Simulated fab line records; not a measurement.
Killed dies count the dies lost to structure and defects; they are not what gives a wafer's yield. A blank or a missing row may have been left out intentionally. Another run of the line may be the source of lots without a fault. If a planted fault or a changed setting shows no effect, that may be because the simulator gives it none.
Matching of chambers -- flow n5Finfet -- N5_BEOL_M0_SAQP_PECVD_00 on pecvd-04: 3 sister chambers
The step deposits SiCN from 3MS/NH3, target thk 8 nm, time 14 s. 3 wafers are shown with their chamber, then 8 later ones without.

== WAFERS WITH THEIR CHAMBER ==
wafer,chamber,throttleValvePct (%)
L088.4,0,8.9
L088.5,2,9.2
L092.2,1,9.8

== WAFERS WITH NO CHAMBER GIVEN ==
wafer,throttleValvePct (%)
L092.3,9.4
L092.6,8.9
L096.2,8.5
L096.5,8.8
L096.6,9.9
L097.4,9.5
L097.5,8.5
L097.6,8.7

== WHICH CHAMBER EACH ONE RAN IN ==
wafer,from the rows above,in truth
L092.3,can't be placed: 2 or 1 or 0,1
L092.6,can't be placed: 0 or 2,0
L096.2,can't be placed: 0 or 2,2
L096.5,can't be placed: 0 or 2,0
L096.6,1,1
L097.4,can't be placed: 1 or 2 or 0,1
L097.5,can't be placed: 0 or 2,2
L097.6,can't be placed: 0 or 2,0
Correct placement for 1 of the 8. These rows do not allow placing 7 (true chamber among the candidates in 7). 0 placed wrongly.
How it was worked out, from the rows above alone: a wafer's distance from a chamber is the root of the sum, over the readings, of the square of ((its reading less the chamber's mean) divided by the reading's scatter). The wafer belongs to the nearest chamber; if the next one is less than 2 further off, it can't be placed. A chamber's mean is the mean of its shown wafers. The scatter (one wafer shown for each chamber): square how far every hidden wafer sits from the nearest shown wafer, average those squares and take the square root.
